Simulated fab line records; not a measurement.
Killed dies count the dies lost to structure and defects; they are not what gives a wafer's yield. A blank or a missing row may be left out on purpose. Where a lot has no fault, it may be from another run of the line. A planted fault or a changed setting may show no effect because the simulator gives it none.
Comparing a struck lot with a sound one	flow n5 finfet	39 steps out of a route of 1938
Sound: the wafers L489.1, L489.3, L489.4. Struck: wafer L481.4 (left out: L481.1, a lot-mate that was not struck); the cause follows at the end.
Order at every step that has rows: each side's tool, ch and its chambers, its first start. Under that, the readings that differ: sound wafers	struck wafers	difference of the means	sigmas: that difference in standard deviations of wafers without a fault.
alike: a reading whose means differ by less than 2 such deviations, as well as words and numbers matching on both sides. not compared: withheld readings; readings where some wafer has no value; bounds like >300 that might hide an equal value; numbers whose values overlap and for which the record gives no deviation.
Wherever a step has rows on one side only, a row that says differs or no value, or a row with sigmas, the two part there. When numbers do not overlap yet have no deviation, they are printed without sigmas and do not part them. A reading missing from all wafers of one side parts the sides only when that side holds two or more wafers.

first, 9 steps without rows for these wafers: N5_SDB_CMP_30 (polishes, stops on poly-Si, t overpolish 1.54 s, target thk 30 nm); N5_DUMMY_REMOVAL_HM_STRIP_01 (strips SiNx in CH3F/O2, stops on poly-Si, target depth 4 nm, time 6.8 s); N5_DUMMY_REMOVAL_STRIP_10 (strips in N2/H2, time 40 s); N5_DUMMY_REMOVAL_PRECLEAN_07 (cleans in dHF, time 30 s); N5_DUMMY_REMOVAL_DUMMY_REMOVE_02 (chemistry TMAH, target poly-Si, stops on SiO2, target depth 142 nm, time 57 s, rinse time 30 s); N5_DUMMY_REMOVAL_PRECLEAN_08 (cleans in NF3:NH3, afs cycles 2, time 20 s, sublimation time 60 s); N5_DUMMY_REMOVAL_PRECLEAN_04 (cleans in DHF, time 37 s); N5_DUMMY_REMOVAL_SRD_05 (time 30 s); N5_HKMG_FIN_IL_REGROW_00 (material SiO2, chemistry O3, target thk 0.75 nm, time 30 s).
N5_HKMG_FIN_HK_ALD_01: deposits HfO2, target thk 1.6 nm, pulse time 3 s, purge time 3 s.
  sound on ald hk-03 ch 1,2,3, day 9 04:38; struck on ald hk-02 ch 1, day 7 05:10
reading	sound	struck	difference	sigmas
ald cycles	30 30 30	26	-4	
precursor pulse height rel	1.036 1.002 1.035	0.975	-0.049	-2
then, 26 steps without rows for these wafers: N5_HKMG_FIN_HK_ANNEAL_02 (time 30 s); N5_HKMG_FIN_ALD_74 (deposits La2O3, target thk 0.5 nm, pulse time 6 s, co reactant pulse time 1 s); N5_HKMG_FIN_ALD_75 (deposits Al2O3, target thk 1 nm, co reactant pulse time 1 s); N5_HKMG_FIN_COAT_41 (time 60 s, resist thk 300 nm); N5_HKMG_FIN_COAT_42 (time 60 s, resist thk 35 nm); N5_HKMG_FIN_COAT_43 (resist thk 90 nm); N5_HKMG_FIN_EBR_45; N5_HKMG_FIN_SOFTBAKE_44 (time 60 s); N5_HKMG_FIN_EXPOSE_46 (exposes mask NDIPOLE); N5_HKMG_FIN_PEB_47 (peb time 60 s); N5_HKMG_FIN_DEVELOP_48 (develop time 30 s); N5_HKMG_FIN_DESCUM_53 (chemistry O2, time 7.9 s); N5_HKMG_FIN_ETCH_54 (etches SiARC in CF4, target depth 45.5 nm, time 75.8 s); N5_HKMG_FIN_ETCH_55 (etches SOC in N2/H2, target depth 240 nm, time 300 s); N5_HKMG_FIN_STRIP_56 (strips in N2/H2); N5_HKMG_FIN_STRIP_57 (strips in CF4); N5_HKMG_FIN_ETCH_58 (etches SOC in N2/H2, target depth 215.8 nm, time 741 s); N5_HKMG_FIN_STRIP_93 (strips SOC in N2/H2, time 20 s); N5_HKMG_FIN_WET_ETCH_76 (etches Al2O3 in dNH4OH, stops on La2O3, target depth 2.25 nm, rinse time 30 s); N5_HKMG_FIN_STRIP_60 (strips in N2/H2, time 360 s); N5_HKMG_FIN_WET_ETCH_77 (etches La2O3 in dHCl, stops on HfO2, target depth 2 nm); N5_HKMG_FIN_WET_ETCH_78 (etches Al2O3 in dNH4OH, stops on La2O3, target depth 4.5 nm, rinse time 30 s); N5_HKMG_FIN_ALD_79 (deposits TiN, target thk 1.5 nm, pulse time 1 s, purge time 3 s); N5_HKMG_FIN_CVD_62 (deposits a-Si from Si2H6, target thk 3 nm, time 20.8 s); N5_HKMG_FIN_RTA_80 (time 2 s); N5_HKMG_FIN_PRECLEAN_64 (cleans in dHF, time 30 s).
N5_HKMG_FIN_THK_MEAS_70: measures by xrf.
  sound: film metro-02 at day 9 08:22; struck: film metro-01 at day 7 08:37
reading	sound	struck	difference	sigmas
HK_THK (nm)	1.525 1.563 1.573	1.387	-0.167	-8
-- record jumps: 4 days separate the struck wafers' starts on either side; left off in module HKMG_FIN, taken up again in module BEOL_M4, whose first shown step is the route's number 1111 --
N5_BEOL_M4_RC_MEAS_101:
  sound on prober-01 ch 0, day 13 12:19; struck on prober-01 ch 0, day 11 11:28
reading	sound	struck	difference	sigmas
EOT_N	10.53 10.41 10.39	10.09	-0.35	-3
EOT_P	10.62 10.44 10.42	9.91	-0.58	-5
IGATE_N (nA/um)	0.0115 0.0132 0.0156	0.0591	+0.0457	+20
IGATE_P (nA/um)	0.0035 0.0040 0.0047	0.0173	+0.0132	+20
ION_N (uA/um)	685 651 667	712	+44	+3
ION_P (uA/um)	467 454 463	491	+30	+3
  alike: DIBL_N, DIBL_P, IOFF_N, IOFF_P, SS_N, SS_P, VT_N, VT_P
-- a jump in the record: the struck wafers' starts before and after are 5 days apart (it breaks off in module BEOL_M4 and resumes in module PASSIVATION, where the first step shown is number 1936 of the route) --
N5_PASSIVATION_PROBE_49:
  sound: prober-01 at day 17 23:57; struck: prober-01 at day 16 19:32
reading	sound	struck	difference	sigmas
killed at other	3 3 1	17	+15	+4
killed on rim	11 20 13	24	+9	+2
sort_bin_4_leakage (%)	0 0 0	33.98	+33.98	+99 or more
sort n pass	1079 1063 1071	638	-433	-18
sort yield pct (%)	91.4 90.1 90.8	54.1	-36.7	-18
  alike: defect limited yield, killed_at_M0_to_M3, killed_at_M4_up, killed at contacts, killed at front end, killed dies, killed open, killed short, sort_bin_5_function, sort_bin_6_memory

## WHERE THEY PART
At N5_HKMG_FIN_HK_ALD_01 first; at N5_PASSIVATION_PROBE_49 last (within this record only).

WHY: what the simulator had put in
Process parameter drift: ald hk-02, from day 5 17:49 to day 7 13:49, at N5_HKMG_FIN_HK_ALD_01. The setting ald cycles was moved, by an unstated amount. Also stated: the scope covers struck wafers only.
